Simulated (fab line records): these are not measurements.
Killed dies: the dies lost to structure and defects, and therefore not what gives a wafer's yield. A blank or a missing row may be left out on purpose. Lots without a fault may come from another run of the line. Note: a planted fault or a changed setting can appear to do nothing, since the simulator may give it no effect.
Chamber matching -- flow n5 finfet -- 4 sister chambers for N5_HKMG_FIN_ALD_74 on ald hk-02
The step deposits La2O3, target thk 0.5 nm, pulse time 6 s, co reactant pulse time 1 s. 8 wafers are shown with their chamber, then 11 later ones without.

## WAFERS, EACH WITH ITS CHAMBER
wafer,chamber,heater power w (W),precursor pulse height rel
L079.4,0,346,1.022
L085.3,2,261,0.986
L085.6,3,333,0.991
L088.5,2,259,0.955
L089.1,1,325,1.003
L089.2,0,345,0.999
L089.5,3,335,0.987
L090.2,1,336,0.970

## WAFERS WITHOUT THEIR CHAMBER
wafer,heater power w (W),precursor pulse height rel
L090.3,348,0.997
L090.6,270,1.038
L091.3,332,0.999
L091.4,325,1.007
L091.6,329,1.053
L092.3,344,0.982
L092.5,334,0.971
L092.6,266,0.997
L095.1,322,0.999
L095.3,259,1.011
L095.6,261,0.987

## WHICH CHAMBER EACH ONE RAN IN
wafer,from the rows above,in truth
L090.3,0,0
L090.6,2,2
L091.3,can't be placed: 3 or 1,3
L091.4,can't be placed: 1 or 3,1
L091.6,can't be placed: 1 or 3 or 0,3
L092.3,can't be placed: 0 or 3 or 1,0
L092.5,can't be placed: 3 or 1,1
L092.6,2,2
L095.1,can't be placed: 1 or 3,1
L095.3,2,2
L095.6,2,2
5 of 11 placed correctly. Not placeable from these rows: 6 (in 6, the candidates include the true chamber). Number placed wrongly: 0.
How it was worked out, from the rows above alone: a wafer's distance from a chamber is the root of the sum, over the readings, of the square of ((its reading less the chamber's mean) divided by the reading's scatter). If the next closest chamber is less than 2 further off than the closest, the wafer can't be placed; otherwise it belongs to the closest. Each chamber's mean is taken over the wafers shown for it. The scatter is the square root of a quotient: the sum, over the shown wafers, of each reading's squared deviation from its chamber's mean, divided by wafers minus chambers.
